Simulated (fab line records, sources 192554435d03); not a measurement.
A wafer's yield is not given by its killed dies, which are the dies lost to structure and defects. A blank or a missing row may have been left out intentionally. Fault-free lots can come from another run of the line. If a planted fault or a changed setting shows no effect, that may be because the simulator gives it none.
fab line records -- flow n5Finfet
record lots=5, wafers=15, lastDay=18
route steps=1938 shown BEOL_M12@1604 PASSIVATION@1936
lots that met no fault: taken from a fault-free run of the same line
startH: start of the lot's first displayed wafer, in hours after the record's first day -- waitH: hours since the lot's step before -- " unchanged from the row above -- L1.1+2: several wafers, shown together as one row -- - value missing, or start not given -- * or withheld: withheld -- < > ~ a bound
route shown NAME@n: a module of which the file shows steps, and the number in the route of the first -- usual: mean/standard deviation of fault-free wafers -- same: alike in all rows -- chamber/n: place in a boat -- sites: each site's reading -- _std_site: the standard deviation of these -- _edge_site: outer sites' mean less inner sites' -- radiusMm: how far each site lies from the wafer's centre -- mask NAME#n: copy n -- behind: the tool/chamber that last shaped the wafer -- hold: reason for holding the lot/hours on hold/outcome of the hold -- device: whichever transistor did not switch (one of n, p or np) -- end of line: tests of these same wafers at the route's end -- step lacking rows: just its recipe -- killed: the dies lost at the first sort to structure and to defects; this is not the yield of the wafer -- map: per-die view of a wafer (x killed, . not killed, _ where there is no die)
set.NAME: setting as actually run; set.NAME@STEP: the setting as run at that earlier step -- model.NAME: the simulator's own value behind a step, which no gauge read
lots at some steps of the route; a table a step, a row a wafer
services: a tool's chamber out of use, with start hour (startH, from the record's first day; less than 0 if before it), hours out, and reason
## steps
# step N5_BEOL_M12_COAT_58
# recipe resist=BARC, tempC=205, timeS=60, spinRpm=1500, resistThkNm=89
# step N5_BEOL_M12_COAT_04
# recipe spinRpm=1625, resistThkNm=400
# step N5_BEOL_M12_EBR_06
# recipe solvent=PGMEA, ebrWidthMm=1.5
# step N5_BEOL_M12_SOFTBAKE_05
# recipe tempC=130, timeS=60
# step N5_BEOL_M12_EXPOSE_07
# recipe maskId=V11, na=0.93, sourceShape=conventional, sigmaOuter=0.6, polarization=unpolarized, attpsmPhaseDeg=180, doseMj=32.5
# step N5_BEOL_M12_PEB_08
# recipe pebTempC=130, pebTimeS=90
# step N5_BEOL_M12_DEVELOP_09
# recipe developTimeS=45, rinseLiquid=diw, dry=airSpin, devTempC=21
# step N5_BEOL_M12_HARDBAKE_14
# recipe tempC=130, timeS=120
# step N5_BEOL_M12_CD_MEAS_10
# recipe targetCdNm=140, landingEnergyEv=500, detector=seInlens, polarity=opening
# usual cdNm=140.3/1.8
lot.wafer,tool,chamber,startH,waitH,cdNm
L144.4,cdSem-02,0,229.90,-,138.7
L144.5,cdSem-02,0,229.90,-,138.1
L144.6,cdSem-02,0,229.90,-,139.2
L153.3,cdSem-01,0,282.60,-,137.6
L153.4,cdSem-01,0,282.60,-,138.7
L153.6,cdSem-01,0,282.60,-,137.1
L161.2,cdSem-03,0,332.69,-,140.4
L161.5,cdSem-03,0,332.69,-,142.7
L161.6,cdSem-03,0,332.69,-,142.1
L165.1,cdSem-01,0,360.13,-,142.6
L165.3,cdSem-01,0,360.13,-,142.5
L165.6,cdSem-01,0,360.13,-,141.3
L167.1,cdSem-01,0,382.35,-,139.0
L167.2,cdSem-01,0,382.35,-,137.9
L167.3,cdSem-01,0,382.35,-,142.2
# step N5_BEOL_M12_OVL_MEAS_11
# recipe pointsPerWafer=44
# usual V11_OVL=0/5.4
lot.wafer,tool,chamber,startH,waitH,V11_OVL[nm]
L144.4,overlay-01,0,229.92,0.0,-6
L144.5,overlay-01,0,229.92,0.0,-1
L144.6,overlay-01,0,229.92,0.0,1
L153.3,overlay-02,0,282.63,0.0,-1
L153.4,overlay-02,0,282.63,0.0,14
L153.6,overlay-02,0,282.63,0.0,15
L161.2,overlay-01,0,332.72,0.0,5
L161.5,overlay-01,0,332.72,0.0,1
L161.6,overlay-01,0,332.72,0.0,2
L165.1,overlay-02,0,360.16,0.0,0
L165.3,overlay-02,0,360.16,0.0,0
L165.6,overlay-02,0,360.16,0.0,5
L167.1,overlay-02,0,382.38,0.0,4
L167.2,overlay-02,0,382.38,0.0,-3
L167.3,overlay-02,0,382.38,0.0,3
# step N5_BEOL_M12_INSPECT_12
# recipe mode=adi, inspectInstrument=macro
# usual rawDefectCount=2.0/1.4
lot.wafer,tool,chamber,startH,waitH,rawDefectCount
L144.4,defectInspect-01,-,229.95,0.0,2
L144.5,defectInspect-01,-,229.95,0.0,0
L144.6,defectInspect-01,-,229.95,0.0,2
L153.3,defectInspect-02,-,282.65,0.0,3
L153.4,defectInspect-02,-,282.65,0.0,4
L153.6,defectInspect-02,-,282.65,0.0,1
L161.2,defectInspect-01,-,332.74,0.0,4
L161.5,defectInspect-01,-,332.74,0.0,2
L161.6,defectInspect-01,-,332.74,0.0,1
L165.1,defectInspect-01,-,360.18,0.0,1
L165.3,defectInspect-01,-,360.18,0.0,2
L165.6,defectInspect-01,-,360.18,0.0,1
L167.1,defectInspect-01,-,382.41,0.0,2
L167.2,defectInspect-01,-,382.41,0.0,2
L167.3,defectInspect-01,-,382.41,0.0,1
# step N5_BEOL_M12_DESCUM_15
# recipe chemistry=O2, timeS=7.9, sourcePowerW=50, biasPowerW=20, pressureMtorr=20, rfFrequencyHz=2.712e+07, tempC=40, o2FlowSccm=225
# usual biasPowerW=19.99/0.061, drypumpMotorCurrentA=5.4/0.37, oesProductAu=0.77/0.088, rfVppV=243.0/1.5, showerheadPlenumPTorr=2.08/0.087, throttleValvePct=20.35/0.14
lot.wafer,tool,chamber,startH,waitH,biasPowerW,drypumpMotorCurrentA,oesProductAu,rfHoursCounterH,rfVppV,showerheadPlenumPTorr,throttleValvePct
L144.4,rieDiel-02,3,230.99,1.0,20.10,5.4,0.87,55,245.1,2.12,20.28
L144.5,rieDiel-02,1,230.99,1.0,19.91,5.0,0.83,-,242.7,2.14,20.27
L144.6,rieDiel-02,2,230.99,1.0,19.99,5.9,0.69,-,244.7,2.14,20.49
L153.3,rieDiel-05,1,282.68,0.0,19.89,5.5,0.72,223,241.2,1.96,20.42
L153.4,rieDiel-05,1,282.68,0.0,19.96,5.5,0.72,-,241.5,1.96,20.42
L153.6,rieDiel-05,3,282.68,0.0,19.98,5.7,0.85,-,244.7,2.19,20.22
L161.2,rieDiel-02,0,332.90,0.2,19.93,5.6,0.67,257,241.5,1.97,20.50
L161.5,rieDiel-02,0,332.90,0.2,19.94,5.7,0.67,-,241.5,1.97,20.49
L161.6,rieDiel-02,1,332.90,0.2,20.08,5.0,0.80,-,244.1,2.13,20.33
L165.1,rieDiel-05,1,360.21,0.0,20.00,5.5,0.69,253,242.4,1.95,20.49
L165.3,rieDiel-05,0,360.21,0.0,19.93,5.0,0.73,139,243.4,2.09,20.10
L165.6,rieDiel-05,3,360.21,0.0,19.97,5.7,0.81,-,245.4,2.18,20.28
L167.1,rieDiel-05,0,382.45,0.0,20.08,4.9,0.72,149,243.4,2.09,20.11
L167.2,rieDiel-05,2,382.45,0.0,19.92,5.9,0.97,5,243.6,2.16,20.21
L167.3,rieDiel-05,3,382.45,0.0,20.01,5.7,0.79,92,245.0,2.18,20.27
# step N5_BEOL_M12_ETCH_59
# recipe chemistry=N2/H2, target=BARC, targetDepthA=890, overetchA=267, timeS=67.9, ionEnergyEv=200, pressureMtorr=30, sourceW=840, biasW=150, n2FlowSccm=200, h2FlowSccm=200
# usual biasW=150.1/0.47, drypumpMotorCurrentA=5.4/0.38, oesProductAu=0.66/0.07, rfVppV=523.4/3, showerheadPlenumPTorr=2.53/0.1, throttleValvePct=17.86/0.24
lot.wafer,tool,chamber,startH,waitH,biasW,drypumpMotorCurrentA,oesProductAu,rfHoursCounterH,rfVppV,showerheadPlenumPTorr,throttleValvePct
L144.4,rieDiel-02,3,231.03,0.0,149.9,5.4,0.74,55,525.9,2.56,17.67
L144.5,rieDiel-02,1,231.03,0.0,150.9,5.0,0.71,-,525.3,2.58,17.53
L144.6,rieDiel-02,2,231.03,0.0,150.4,5.9,0.60,-,524.6,2.63,18.11
L153.3,rieDiel-05,1,282.72,0.0,149.1,5.5,0.62,223,520.0,2.41,18.12
L153.4,rieDiel-05,1,282.72,0.0,150.2,5.5,0.61,-,519.2,2.41,18.11
L153.6,rieDiel-05,3,282.72,0.0,131.3,5.7,0.72,-,484.4,2.70,17.78
L161.2,rieDiel-02,0,332.93,0.0,149.7,5.7,0.58,257,520.7,2.41,18.25
L161.5,rieDiel-02,0,332.93,0.0,150.0,5.7,0.58,-,519.4,2.41,18.25
L161.6,rieDiel-02,1,332.93,0.0,150.3,5.0,0.68,-,522.5,2.56,17.60
L165.1,rieDiel-05,1,360.25,0.0,149.9,5.5,0.60,253,518.9,2.40,18.17
L165.3,rieDiel-05,0,360.25,0.0,150.3,5.0,0.64,139,525.0,2.55,17.56
L165.6,rieDiel-05,3,360.25,0.0,149.9,5.7,0.69,-,526.8,2.68,17.84
L167.1,rieDiel-05,0,382.48,0.0,150.5,4.9,0.63,149,524.3,2.55,17.62
L167.2,rieDiel-05,2,382.48,0.0,150.8,5.9,0.82,5,525.1,2.61,17.65
L167.3,rieDiel-05,3,382.48,0.0,149.8,5.7,0.68,92,528.9,2.68,17.85
# step N5_BEOL_M12_VIA_ETCH_16
# recipe chemistry=C4F8/O2/Ar, target=SiOC, pressureMtorr=30, sourceW=3000, biasW=700, Ar_flow_sccm=400, C4F8_flow_sccm=15, O2_flow_sccm=8, heInnerTorr=15, heOuterTorr=30, targetDepthA=7248, timeS=withheld, ionEnergyEv=250, ends=cleared
# usual biasW=699.5/2, drypumpMotorCurrentA=5.4/0.38, heOuterTorr=30.01/0.061, mfcArSccm=400.0/1.2, oesProductAu=0.69/0.078, rfVppV=665/3.8, showerheadPlenumPTorr=3.40/0.13, throttleValvePct=24.15/0.21
lot.wafer,tool,chamber,startH,waitH,biasW,drypumpMotorCurrentA,heOuterTorr,mfcArSccm,oesProductAu,rfVppV,showerheadPlenumPTorr,throttleValvePct
L144.4,rieDiel-02,3,231.08,0.0,696.3,5.4,30.05,401.3,0.78,666,3.46,24.10
L144.5,rieDiel-02,1,231.08,0.0,700.0,5.0,29.99,399.9,0.76,668,3.48,23.99
L144.6,rieDiel-02,2,231.08,0.0,701.5,5.9,29.99,400.3,0.63,669,3.52,24.33
L153.3,rieDiel-05,1,282.77,0.0,700.8,5.5,30.07,399.8,0.64,660,3.27,24.42
L153.4,rieDiel-05,1,282.77,0.0,698.0,5.6,29.94,399.7,0.65,660,3.27,24.42
L153.6,rieDiel-05,3,282.77,0.0,700.7,5.7,30.04,400.2,0.75,670,3.60,24.09
L161.2,rieDiel-02,0,332.99,0.0,699.4,5.7,29.90,399.1,0.61,661,3.24,24.34
L161.5,rieDiel-02,0,332.99,0.0,702.5,5.7,29.96,400.9,0.60,660,3.24,24.32
L161.6,rieDiel-02,1,332.99,0.0,699.1,5.0,30.02,400.6,0.72,667,3.46,24.04
L165.1,rieDiel-05,1,360.30,0.0,700.8,5.5,30.01,401.4,0.62,661,3.26,24.46
L165.3,rieDiel-05,0,360.30,0.0,701.1,5.0,29.90,399.0,0.68,666,3.39,23.73
L165.6,rieDiel-05,3,360.30,0.0,701.7,5.7,30.04,401.7,0.73,671,3.58,24.14
L167.1,rieDiel-05,0,382.54,0.0,696.8,5.0,30.06,402.1,0.67,664,3.39,23.75
L167.2,rieDiel-05,2,382.54,0.0,699.7,5.9,29.93,400.1,0.88,667,3.49,23.91
L167.3,rieDiel-05,3,382.54,0.0,699.0,5.7,29.93,398.9,0.72,671,3.58,24.13
# step N5_PASSIVATION_PROBE_49
# usual defectLimitedYield=91.7/1.5, killed_at_M0_to_M3=32/9.6, killed_at_M4_up=13/5.3, killedAtContacts=12/6.8, killedAtFrontEnd=36/9.8, killedAtOther=4/3.1, killedDies=98/17, killedOnRim=13/4, killedOpen=65/13, killedShort=32/8.5, sort_bin_5_function=4.9/0.93, sort_bin_6_memory=3.2/0.67, sortNPass=1082/17, sortYieldPct=91.7/1.4
# same grossDies=1180, killedAtBackSide=0, sort_bin_4_leakage[%]=0, sort_bin_8_speed[%]=0
lot.wafer,tool,chamber,startH,waitH,defectLimitedYield[%],killed_at_M0_to_M3,killed_at_M4_up,killedAtContacts,killedAtFrontEnd,killedAtOther,killedDies,killedOnRim,killedOpen,killedShort,sort_bin_5_function[%],sort_bin_6_memory[%],sortNPass,sortYieldPct[%]
L144.4,prober-01,-,272.27,0.2,93.8,32,7,6,26,2,73,6,47,22,3.7,2.2,1107,93.8
L144.5,prober-01,-,272.32,0.2,93.1,29,4,12,34,2,81,10,46,34,4.7,1.7,1099,93.1
L144.6,prober-01,-,272.37,0.3,91.9,38,11,4,39,4,96,7,65,28,5.1,2.9,1084,91.9
L161.2,prober-01,-,374.49,0.1,91.3,33,21,9,40,0,103,14,64,36,4.8,3.3,1077,91.3
L161.5,prober-01,-,374.64,0.2,89.2,61,10,10,44,2,127,15,71,47,5.6,4.3,1053,89.2
L161.6,prober-01,-,374.69,0.3,92.2,26,12,13,39,2,92,16,50,40,4.3,3.1,1088,92.2
# killed by level:class
L144.4 BEOL_M0_SAQP:geometricParticle:short=9 STI_FIN_REVEAL:geometricParticle:open=8 BEOL_M0_SAQP:geometricParticle:open=7 MOL_CONTACT_COAG:geometricParticle:open=6 FIN_SAQP:geometricParticle:open=5 BEOL_M3:geometricParticle:open=5 BEOL_M1:geometricParticle:open=4 BEOL_M2:geometricParticle:open=4
L144.5 BEOL_M0_SAQP:geometricParticle:short=9 BEOL_M0_SAQP:geometricParticle:open=9 MOL_CONTACT_COAG:geometricParticle:open=8 FIN_SAQP:geometricParticle:short=7 GATE_CUT:geometricParticle:short=5 BEOL_M3:geometricParticle:open=5 DUMMY_GATE:geometricParticle:open=4 MOL_CONTACT_COAG:geometricParticle:short=4
L144.6 STI_FIN_REVEAL:geometricParticle:open=11 BEOL_M0_SAQP:geometricParticle:open=10 BEOL_M1:geometricParticle:open=9 FIN_SAQP:geometricParticle:short=7 BEOL_M2:geometricParticle:open=5 MOL_CONTACT_COAG:geometricParticle:open=4 BEOL_M0_SAQP:geometricParticle:short=4 BEOL_M3:geometricParticle:short=4
L161.2 BEOL_M4:geometricParticle:open=9 MOL_CONTACT_COAG:geometricParticle:open=8 STI_FIN_REVEAL:geometricParticle:open=7 BEOL_M0_SAQP:geometricParticle:short=7 BEOL_M3:geometricParticle:open=7 BEOL_M1:geometricParticle:open=6 ILD0:geometricParticle:open=5 BEOL_M0_SAQP:geometricParticle:open=5
L161.5 BEOL_M0_SAQP:geometricParticle:open=20 BEOL_M0_SAQP:geometricParticle:short=17 BEOL_M2:geometricParticle:open=8 FIN_SAQP:geometricParticle:short=6 STI_FIN_REVEAL:geometricParticle:open=6 GATE_CUT:geometricParticle:short=5 BEOL_M1:geometricParticle:open=5 HKMG_FIN:areaEtch=5
L161.6 FIN_SAQP:geometricParticle:open=11 MOL_CONTACT_COAG:geometricParticle:open=11 FIN_SAQP:geometricParticle:short=8 BEOL_M0_SAQP:geometricParticle:short=7 BEOL_M0:geometricParticle:short=6 STI_FIN_REVEAL:geometricParticle:open=5 BEOL_M0_SAQP:geometricParticle:open=4 BEOL_M4:geometricParticle:open=4
## services
tool,chamber,startH,hours,kind
rieDiel-05,0,213.96,11.5,repair
rieDiel-05,-,227.23,15.6,pm
rieDiel-05,1,253.43,2.5,repair
rieDiel-02,-,273.16,0.6,repair
rieDiel-05,-,278.82,0.5,repair
rieDiel-05,2,282.21,3.3,repair
rieDiel-02,3,310.74,16.3,repair
rieDiel-02,2,327.39,-,clean
rieDiel-02,2,327.39,-,consumableReplace:focusRing
rieDiel-02,2,327.39,35.9,scheduledDown
rieDiel-02,2,327.39,35.9,ventCycle
rieDiel-05,2,333.81,16.7,repair
rieDiel-05,2,354.23,-,clean
rieDiel-05,2,354.23,-,consumableReplace:focusRing
rieDiel-05,2,354.23,18.1,scheduledDown
rieDiel-05,2,354.23,18.1,ventCycle
rieDiel-02,0,363.31,-,clean
rieDiel-02,0,363.31,-,consumableReplace:focusRing
rieDiel-02,0,363.31,-,consumableReplace:showerhead
rieDiel-02,0,363.31,17.9,scheduledDown
rieDiel-05,-,364.22,2.8,pm
rieDiel-05,1,372.37,-,clean
rieDiel-05,1,372.37,-,consumableReplace:focusRing
rieDiel-05,1,372.37,-,consumableReplace:showerhead
## key
firstSign step=N5_BEOL_M12_ETCH_59, reading=biasW, direction=down, sigmas=40, usual=*, struck=*
effect step=N5_BEOL_M12_ETCH_59, reading=rfVppV, direction=down, sigmas=13, usual=523.4, struck=484.4
metAt N5_BEOL_M12_ETCH_59
struckWafers L153.6
fault kind=processParameterDrift, tool=rieDiel-05, chamber=3, onsetH=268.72, steps=N5_BEOL_M12_ETCH_59, channel=biasW, offset=*, shape=step, endH=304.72, actsIn=*, stated=*
